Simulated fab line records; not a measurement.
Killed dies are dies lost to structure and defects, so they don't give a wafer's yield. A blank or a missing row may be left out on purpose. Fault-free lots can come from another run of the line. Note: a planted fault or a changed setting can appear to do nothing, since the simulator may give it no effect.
A lot that was struck, set against a sound lot	flow n5Finfet	17 out of 1938 route steps
Sound: wafers L950.2, L950.3, L950.5. The struck wafers were L938.2, L938.5, L938.6. Last of all comes the cause.
Order at every step that has rows: each side's tool, ch and its chambers, its first start. Under that, the readings that differ: sound wafers	struck wafers	difference of the means	sigmas: that difference in standard deviations of wafers without a fault.
alike: words and numbers the same on both sides, and readings whose means are apart by under 2 such deviations; not compared: readings that were withheld, readings missing a value for some wafer, numbers with overlapping values and no deviation given by the record, and bounds like >300 which may hide the same value.
Wherever a step has rows on one side only, a row that says differs or no value, or a row with sigmas, the two part there. When numbers do not overlap yet have no deviation, they are printed without sigmas and do not part them. Lack of a reading on every wafer of one side parts them only where that side has two or more wafers.

first, 2 steps without rows for these wafers: N5_BEOL_M2_PEB_09 (peb time 60 s); N5_BEOL_M2_DEVELOP_10 (develop time 30 s).
N5_BEOL_M2_CD_MEAS_11: the cd target is 16.79 nm.
  sound on cdSem-03 ch 0, day 10 10:59; struck on cdSem-01 ch 0, day 7 10:53
  alike: cdNm
N5_BEOL_M2_OVL_MEAS_12:
  sound on overlay-01 ch 0, day 10 11:01; struck on overlay-01 ch 0, day 7 10:55
  alike: M2_OVL
N5_BEOL_M2_INSPECT_13: inspects for defects (brightfield).
  sound on defectInspect-02 at day 10 11:04; struck on defectInspect-02 at day 7 10:59
  alike: rawDefectCount
N5_BEOL_M2_DESCUM_16: chemistry O2, time 7 s.
  sound on rieDiel-06 ch 1,2,3, day 10 11:06; struck on rieDiel-02 ch 0,1,2, day 7 11:01
  alike: biasPowerW, drypumpMotorCurrentA, oesProductAu, rfVppV, showerheadPlenumPTorr, throttleValvePct
  not compared: rfHoursCounterH
N5_BEOL_M2_ETCH_74: etches underlayer in N2/H2, target depth 6.5 nm, time 5.2 s.
  sound on rieDiel-06 ch 1,2,3, day 10 11:08; struck on rieDiel-02 ch 0,1,2, day 7 11:02
  alike: biasW, drypumpMotorCurrentA, etchRfOnTimeS, h2FlowSccm, oesProductAu, rfVppV, showerheadPlenumPTorr, throttleValvePct
  not compared: rfHoursCounterH
then, 1 step without rows for these wafers: N5_BEOL_M2_ETCH_63 (etches SiARC in CF4, target depth 15.6 nm, time 26 s).
N5_BEOL_M2_ETCH_64: etches SOC in N2/H2, target depth 75 nm, overetch 22.5 nm, time 121.9 s.
  sound on rieDiel-06 ch 1,2,3, day 10 11:11; struck on rieDiel-02 ch 0,1,2, day 7 11:05
  alike: biasW, drypumpMotorCurrentA, h2FlowSccm, oesProductAu, rfVppV, showerheadPlenumPTorr, throttleValvePct
  not compared: rfHoursCounterH
then, 2 steps without rows for these wafers: N5_BEOL_M2_STRIP_65 (strips in N2/H2); N5_BEOL_M2_STRIP_75 (strips in N2/H2).
N5_BEOL_M2_STRIP_66: strips in CF4.
  sound on rieDiel-06 ch 1,2,3, day 10 11:19; struck on rieDiel-02 ch 0,1,2, day 7 11:13
  alike: biasPowerW, drypumpMotorCurrentA, oesProductAu, powerW, rfVppV, showerheadPlenumPTorr, throttleValvePct
  not compared: rfHoursCounterH
N5_BEOL_M2_HM_OPEN_17: chemistry Cl2/BCl3, target TiN, target depth 20 nm, overetch 6 nm.
  sound on rieMetal-02 ch 0,1, day 10 11:22; struck on rieMetal-01 ch 0,1, day 7 11:16
  no value came back on the struck wafers for any of 5 readings (bcl3FlowSccm (sccm), biasW (W) and others); on the sound wafers bcl3FlowSccm (sccm) reads 21.80 21.80 21.82
reading	sound	struck	difference	sigmas
model.SOC_of_BEOL_M2_COAT_61.thkNm (nm)	51.8 52.2 51.6	60 60 59.8	+8	
  not compared: rfHoursCounterH
N5_BEOL_M2_STRIP_19: strips in O2.
  sound on rieDiel-06 ch 2,3, day 10 11:28; struck on rieDiel-06 ch 2,3, day 7 11:22
  alike: drypumpMotorCurrentA, oesProductAu, rfVppV, showerheadPlenumPTorr, throttleValvePct
  not compared: rfHoursCounterH
N5_BEOL_M2_CD_MEAS_18: pitch 36 nm, target cd 18 nm.
  sound on cdSem-01 at day 10 11:32; struck on cdSem-01 at day 7 11:26
reading	sound	struck	difference	sigmas
cdNm (nm)	18.12 18.01 18.01	- - -	no value on the struck wafers	
then, 1 step without rows for these wafers: N5_BEOL_M2_COAT_67 (time 60 s, resist thk 60 nm).
N5_BEOL_M4_RC_MEAS_101:
  the record has rows for the sound wafers here (prober-01 ch 0, day 12 19:18) and none for the struck ones

## WHERE THEY PART
Earliest at N5_BEOL_M2_HM_OPEN_17; latest, in this record, at N5_BEOL_M4_RC_MEAS_101.

WHY: what had been put in by the simulator
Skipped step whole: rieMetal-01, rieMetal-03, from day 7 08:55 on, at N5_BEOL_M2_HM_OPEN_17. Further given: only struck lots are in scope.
